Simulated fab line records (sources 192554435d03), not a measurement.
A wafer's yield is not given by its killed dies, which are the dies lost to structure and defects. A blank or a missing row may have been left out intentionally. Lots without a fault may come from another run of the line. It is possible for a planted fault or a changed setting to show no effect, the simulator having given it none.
Chamber matching :: flow n5-finfet :: N5_GATE_CUT_HM_OPEN_40 on rie-diel-05 has 4 sister chambers
The step chemistry C4F6/O2, target SiO2, target depth 139 nm, time 85.1 s. 8 wafers are shown with their chamber, then 8 later ones without.

WAFERS WITH THEIR CHAMBER
wafer: L076.5
chamber: 0
drypump-motor-current-A (A): 5.9
showerhead-plenum-p-Torr (Torr): 2.90

wafer: L078.4
chamber: 0
drypump-motor-current-A (A): 5.9
showerhead-plenum-p-Torr (Torr): 2.90

wafer: L082.1
chamber: 1
drypump-motor-current-A (A): 5.7
showerhead-plenum-p-Torr (Torr): 2.74

wafer: L082.4
chamber: 2
drypump-motor-current-A (A): 6.7
showerhead-plenum-p-Torr (Torr): 2.82

wafer: L084.4
chamber: 3
drypump-motor-current-A (A): 5.2
showerhead-plenum-p-Torr (Torr): 2.86

wafer: L084.5
chamber: 1
drypump-motor-current-A (A): 5.7
showerhead-plenum-p-Torr (Torr): 2.73

wafer: L084.6
chamber: 2
drypump-motor-current-A (A): 6.8
showerhead-plenum-p-Torr (Torr): 2.82

wafer: L088.1
chamber: 3
drypump-motor-current-A (A): 5.2
showerhead-plenum-p-Torr (Torr): 2.86

WAFERS MISSING THEIR CHAMBER
wafer: L088.3
drypump-motor-current-A (A): 6.0
showerhead-plenum-p-Torr (Torr): 2.90

wafer: L088.5
drypump-motor-current-A (A): 5.2
showerhead-plenum-p-Torr (Torr): 2.86

wafer: L091.2
drypump-motor-current-A (A): 5.7
showerhead-plenum-p-Torr (Torr): 2.73

wafer: L091.4
drypump-motor-current-A (A): 5.2
showerhead-plenum-p-Torr (Torr): 2.85

wafer: L091.5
drypump-motor-current-A (A): 5.7
showerhead-plenum-p-Torr (Torr): 2.73

wafer: L096.2
drypump-motor-current-A (A): 5.7
showerhead-plenum-p-Torr (Torr): 2.72

wafer: L096.3
drypump-motor-current-A (A): 5.9
showerhead-plenum-p-Torr (Torr): 2.89

wafer: L096.5
drypump-motor-current-A (A): 6.8
showerhead-plenum-p-Torr (Torr): 2.81

THE CHAMBER EACH PASSED THROUGH
wafer: L088.3
from the rows above: 0
in truth: 0

wafer: L088.5
from the rows above: 3
in truth: 3

wafer: L091.2
from the rows above: 1
in truth: 1

wafer: L091.4
from the rows above: 3
in truth: 3

wafer: L091.5
from the rows above: 1
in truth: 1

wafer: L096.2
from the rows above: 1
in truth: 1

wafer: L096.3
from the rows above: 0
in truth: 0

wafer: L096.5
from the rows above: 2
in truth: 2
Correct placement for 8 of the 8. Can't be placed from these rows: 0. 0 placed wrongly.
How it was worked out, from the rows above alone: a wafer's distance from a chamber is the root of the sum, over the readings, of the square of ((its reading less the chamber's mean) divided by the reading's scatter). The wafer belongs to the nearest chamber; if the next one is less than 2 further off, it can't be placed. A chamber's mean is the mean of its shown wafers. The scatter: take each reading less its chamber's mean, square it, sum over the shown wafers, divide by the number of wafers less the number of chambers, and take the root.
